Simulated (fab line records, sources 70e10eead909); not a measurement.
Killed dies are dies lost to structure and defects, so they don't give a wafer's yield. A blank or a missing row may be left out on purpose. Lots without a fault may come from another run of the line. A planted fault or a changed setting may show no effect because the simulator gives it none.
fab line records | flow nand_harc
record lots=5 wafers=15 last_day=33
route steps=1302 shown P_GATE@185
lots that met no fault: from a run of the same line without faults
start_h: hours from the record's first day to the start of the lot's first wafer shown | wait_h: hours since the lot's step before | " the same as in the row above | L1.1+2: a row that stands for several wafers | - no value, or no start given | * or withheld: withheld | < > ~ a bound
route shown NAME@n: a module of which the file shows steps, and the number in the route of the first | usual: mean/standard deviation of fault-free wafers | same: alike in all rows | chamber/n: place in a boat | sites: the reading at each site | _std_site: their standard deviation | _edge_site: outer sites' mean less inner sites' | radius_mm: how far each site lies from the wafer's centre | mask NAME#n: copy n | behind: the tool/chamber that last shaped the wafer | hold: why the lot was held/for how many hours/how that ended | device: the transistor (n, p or np) that didn't switch | end of line: the same wafers' tests at the end of the route | a step without rows: its recipe alone | killed: dies lost to structure and defects at the first sort, not the wafer's yield | map: a wafer's dies, x killed, . not, _ none there
set.NAME: the setting as run; set.NAME@STEP: as run at that earlier step | model.NAME: the simulator's own value behind a step, which no gauge read
lots at some steps of the route; a table a step, a row a wafer
services: from which hour (start_h, from the record's first day; less than 0 if before it) a tool's chamber was out of use, for how many hours, and why
## steps
# step NHARC_P_GATE_CD_MEAS_59
# recipe target_cd_nm=720 landing_energy_ev=500
# usual cd_nm=719.4/1.4
# columns lot.wafer tool chamber start_h wait_h cd_nm
L483.3 cd_sem-03 0 119.18 - 719.9
L483.5 " 0 " " 718.7
L483.6 " 0 " " 720.8
L489.1 cd_sem-01 0 187.57 - 718.7
L489.3 " 0 " " 715.0
L489.4 " 0 " " 718.7
L491.3 cd_sem-01 0 201.42 - 719.6
L491.4 " 0 " " 720.9
L491.5 " 0 " " 720.6
L500.2 cd_sem-01 0 289.94 - 719.5
L500.4 " 0 " " 720.6
L500.5 " 0 " " 721.6
L502.3 cd_sem-03 0 309.72 - 718.3
L502.5 " 0 " " 716.6
L502.6 " 0 " " 718.2
# step NHARC_P_GATE_HARDBAKE_60
# recipe temp_c=125 time_s=80
# step NHARC_P_GATE_DESCUM_61
# recipe time_s=3 o2_flow_sccm=200 ar_flow_sccm=0 bias_power_w=0 chemistry=O2
# usual drypump_motor_current_A=5.5/0.35 oes_product_au=0.998/0.0083 rf_vpp_V=57.7/0.86 showerhead_plenum_p_Torr=1.92/0.084 throttle_valve_pct=11.310/0.0088
# columns lot.wafer tool chamber start_h wait_h drypump_motor_current_A oes_product_au rf_hours_counter_h rf_vpp_V showerhead_plenum_p_Torr throttle_valve_pct
L483.3 rie_diel-03 2 119.35 - 5.3 0.995 0.1 56.4 1.79 11.317
L483.5 " 0 " " 5.3 0.986 - 56.5 1.87 11.315
L483.6 " 1 " " 6.0 1.001 - 57.1 1.84 11.301
L489.1 rie_diel-03 0 187.73 - 5.3 0.996 3.6 58.8 1.87 11.303
L489.4 " 1 " " 6.0 0.996 4.4 57.7 1.84 11.307
L489.3 " 3 " " 5.1 1.014 4.5 57.6 1.93 11.307
L491.3 rie_diel-11 3 201.60 - 5.4 0.987 4.5 59.1 1.85 11.318
L491.4 " 0 " " 5.9 1.003 4.8 56.9 1.93 11.303
L491.5 " 1 " " 6.0 0.998 - 58.7 1.90 11.306
L500.4 rie_diel-11 2 290.10 - 5.9 1.004 1.9 58.9 1.83 11.296
L500.2 " 3 " " 5.4 1.002 1.4 57.8 1.85 11.313
L500.5 " 2 " " 5.9 1.010 - 57.5 1.83 11.295
L502.3 rie_diel-11 0 309.92 - 5.9 1.007 2.0 57.2 1.93 11.335
L502.6 " 1 " " 5.9 0.996 - 55.8 1.90 11.302
L502.5 " 2 " " 5.9 1.010 - 57.5 1.83 11.309
# step NHARC_P_GATE_IMPLANT_62
# recipe energy_kev=20 dose_cm2=3e+15 tilt_deg=7
# step NHARC_P_GATE_STRIP_112
# recipe power_w=1500 temp_c=110 time_s=200 chemistry=N2/H2
# usual drypump_motor_current_A=6.1/0.46 heater_power_w=83/6.2
# columns lot.wafer tool chamber start_h wait_h drypump_motor_current_A heater_power_w rf_hours_counter_h
L483.3 plasma_asher-01 1 119.83 0.3 6.5 82 -
L483.6 " 0 " " 5.5 78 -
L483.5 " 1 " " 6.5 80 -
L489.1 plasma_asher-02 1 188.10 0.2 5.7 80 24
L489.3 " 1 " " 5.7 80 -
L489.4 " 0 " " 6.6 89 -
L491.3 plasma_asher-02 1 202.03 0.2 5.7 81 -
L491.4 " 0 " " 6.6 89 -
L491.5 " 1 " " 5.7 79 -
L500.2 plasma_asher-01 0 290.47 0.2 5.6 83 23
L500.4 " 0 " " 5.5 85 -
L500.5 " 1 " " 6.5 80 -
L502.3 plasma_asher-02 1 310.38 0.3 5.7 75 -
L502.6 " 0 " " 6.6 97 -
L502.5 " 1 " " 5.7 77 -
# step NHARC_P_GATE_STRIP_76
# recipe power_w=1500 temp_c=250 chemistry=O2
# usual drypump_motor_current_A=6.1/0.46 heater_power_w=312/23
# columns lot.wafer tool chamber start_h wait_h drypump_motor_current_A heater_power_w rf_hours_counter_h
L483.3 plasma_asher-01 1 119.99 0.1 6.5 316 -
L483.6 " 0 " " 5.5 286 -
L483.5 " 1 " " 6.5 305 -
L489.1 plasma_asher-02 1 188.36 0.2 5.7 302 24
L489.3 " 1 " " 5.7 294 -
L489.4 " 0 " " 6.6 332 -
L491.3 plasma_asher-02 1 202.23 0.2 5.7 301 -
L491.4 " 0 " " 6.6 324 -
L491.5 " 1 " " 5.7 299 -
L500.2 plasma_asher-01 0 290.73 0.2 5.5 319 23
L500.4 " 0 " " 5.5 317 -
L500.5 " 1 " " 6.5 298 -
L502.3 plasma_asher-02 1 310.55 0.1 5.7 290 -
L502.6 " 0 " " 6.7 351 -
L502.5 " 1 " " 5.7 282 -
# step NHARC_P_GATE_STRIP_63
# recipe time_s=900 temp_c=130 chemistry=SPM
# step NHARC_P_GATE_DEHYDRATE_83
# recipe temp_c=150 time_s=120
# step NHARC_P_GATE_HMDS_84
# recipe time_s=30
# step NHARC_P_GATE_COAT_85
# recipe spin_rpm=3000
# step NHARC_P_GATE_SOFTBAKE_86
# recipe temp_c=122 time_s=95
# step NHARC_P_GATE_EBR_87
# step NHARC_P_GATE_EXPOSE_88
# recipe na=0.6 target_cd_nm=2000 dose_mj=11.87 mask_id=P_HVN
# usual exposure_dose_mJ_cm2=11.869/0.011
# columns lot.wafer tool chamber start_h wait_h mask exposure_dose_mJ_cm2
L483.3 krf_scanner-03 0 120.73 - P_HVN#0 11.844
L483.5 " 0 " " P_HVN#0 11.856
L483.6 " 0 " " P_HVN#0 11.856
L489.1 krf_scanner-04 0 189.12 - P_HVN#0 11.884
L489.3 " 0 " " P_HVN#0 11.872
L489.4 " 0 " " P_HVN#0 11.874
L491.3 krf_scanner-04 0 202.86 - P_HVN_R1#0 11.872
L491.4 " 0 " " P_HVN_R1#0 11.879
L491.5 " 0 " " P_HVN_R1#0 11.857
L500.2 krf_scanner-03 0 291.37 - P_HVN#0 11.889
L500.4 " 0 " " P_HVN#0 11.865
L500.5 " 0 " " P_HVN#0 11.874
L502.3 krf_scanner-02 0 311.29 - P_HVN#0 11.874
L502.5 " 0 " " P_HVN#0 11.885
L502.6 " 0 " " P_HVN#0 11.880
# step NHARC_P_GATE_PEB_89
# recipe peb_temp_c=118 peb_time_s=85
# step NHARC_P_GATE_DEVELOP_90
# recipe time_s=70
# step NHARC_P_GATE_CD_MEAS_91
# recipe target_cd_nm=2000 landing_energy_ev=500
# usual cd_nm=1999.9/1.3
# columns lot.wafer tool chamber start_h wait_h cd_nm
L483.3 cd_sem-01 0 120.88 - 2003.1
L483.5 " 0 " " 2000.2
L483.6 " 0 " " 2001.7
L489.1 cd_sem-01 0 189.28 - 1998.5
L489.3 " 0 " " 1998.6
L489.4 " 0 " " 2000.2
L491.3 cd_sem-02 0 203.03 - 2072.4
L491.4 " 0 " " 2072.2
L491.5 " 0 " " 2072.1
L500.2 cd_sem-02 0 291.52 - 1998.4
L500.4 " 0 " " 1998.9
L500.5 " 0 " " 1998.8
L502.3 cd_sem-03 0 311.44 - 2002.2
L502.5 " 0 " " 1999.3
L502.6 " 0 " " 2000.7
# step NHARC_P_GATE_HARDBAKE_92
# recipe temp_c=125 time_s=80
# step NHARC_P_GATE_DESCUM_93
# recipe time_s=3 o2_flow_sccm=200 ar_flow_sccm=0 bias_power_w=0 chemistry=O2
# usual drypump_motor_current_A=5.6/0.35 oes_product_au=0.999/0.0077 rf_vpp_V=57.7/0.83 showerhead_plenum_p_Torr=1.89/0.068 throttle_valve_pct=11.312/0.0092
# columns lot.wafer tool chamber start_h wait_h drypump_motor_current_A oes_product_au rf_hours_counter_h rf_vpp_V showerhead_plenum_p_Torr throttle_valve_pct model.P_GATE.cd_nm
L483.3 rie_diel-03 2 121.06 - 5.3 0.994 0.1 58.5 1.79 11.328 2003
L483.5 " 0 " " 5.3 1.004 - 58.1 1.87 11.331 2000
L483.6 " 1 " " 6.0 0.993 - 57.0 1.84 11.293 2002
L489.3 rie_diel-03 0 189.44 - 5.3 0.996 3.7 58.9 1.87 11.301 1998
L489.1 " 1 " " 6.0 1.004 4.5 57.7 1.84 11.298 1999
L489.4 " 2 " " 5.3 1.002 5.0 57.5 1.79 11.309 2000
L491.3 rie_diel-11 2 203.20 - 5.9 0.997 5.2 57.5 1.84 11.303 2072
L491.5 " 1 " " 6.0 0.985 - 57.0 1.90 11.317 2072
L491.4 " 0 " " 5.9 1.002 - 58.1 1.93 11.316 2072
L500.2 rie_diel-03 2 291.68 - 5.3 0.999 0.1 58.0 1.79 11.312 1998
L500.4 " 3 " " 5.1 1.009 0.1 57.7 1.93 11.304 1999
L500.5 " 3 " " 5.1 1.001 - 57.1 1.93 11.309 1999
L502.3 rie_diel-11 0 311.63 - 5.9 1.007 2.0 57.8 1.93 11.318 2003
L502.5 " 1 " " 6.0 1.000 - 57.7 1.90 11.295 2000
L502.6 " 2 " " 5.8 1.001 - 56.4 1.83 11.316 2001
# step NHARC_P_GATE_IMPLANT_94
# recipe energy_kev=60 dose_cm2=2e+15 tilt_deg=7
## services
# columns tool chamber start_h hours kind
rie_diel-03 - 104.30 9.0 pm
plasma_asher-01 - 128.10 3.5 repair
krf_scanner-02 - 133.89 2.8 repair
krf_scanner-03 - 137.88 5.4 repair
rie_diel-03 2 140.20 8.8 repair
rie_diel-03 0 140.22 7.3 repair
krf_scanner-04 - 150.02 3.2 repair
plasma_asher-01 - 165.13 9.0 pm
krf_scanner-02 - 165.47 2.3 repair
rie_diel-11 1 179.52 4.2 repair
krf_scanner-04 - 182.00 4.0 pm
rie_diel-11 3 189.08 8.6 repair
rie_diel-11 3 202.24 6.2 repair
krf_scanner-03 - 223.05 8.6 repair
plasma_asher-02 - 249.29 9.0 pm
plasma_asher-02 0 249.29 9.0 vent_cycle
plasma_asher-02 1 249.29 9.0 vent_cycle
krf_scanner-03 - 255.10 0.6 repair
rie_diel-11 - 255.53 9.0 pm
plasma_asher-02 0 258.29 - clean
krf_scanner-02 - 266.00 4.0 pm
plasma_asher-01 - 280.99 4.6 repair
rie_diel-03 - 281.30 9.0 pm
krf_scanner-02 - 293.86 1.0 repair
## key
first_sign step=NHARC_P_GATE_EXPOSE_88 reading=mask direction=changed
effect step=NHARC_P_GATE_CD_MEAS_91 reading=cd_nm direction=up sigmas=56 usual=1999.9 struck=2072.2
model_effect step=NHARC_P_GATE_DESCUM_93 value=P_GATE.cd_nm without=2000 struck=2072
met_at NHARC_P_GATE_EXPOSE_88
struck_wafers L491.3,L491.4,L491.5
tester_left_out L491
onset_between 189.12 202.86
fault kind=wrong_mask tool=any chamber=- onset_h=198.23 steps=NHARC_P_GATE_EXPOSE_88 aux_copy=P_HVN_R1#0 cd_offset_nm=71.683 scope=struck_lots_only
# tester_left_out: of these lots the tester's yield and bins aren't shown, on N5 and GAA mostly nor the transistor test; their killed dies are dies lost to structure and defects alone, not to doping, threshold or leakage, so they don't give the yield
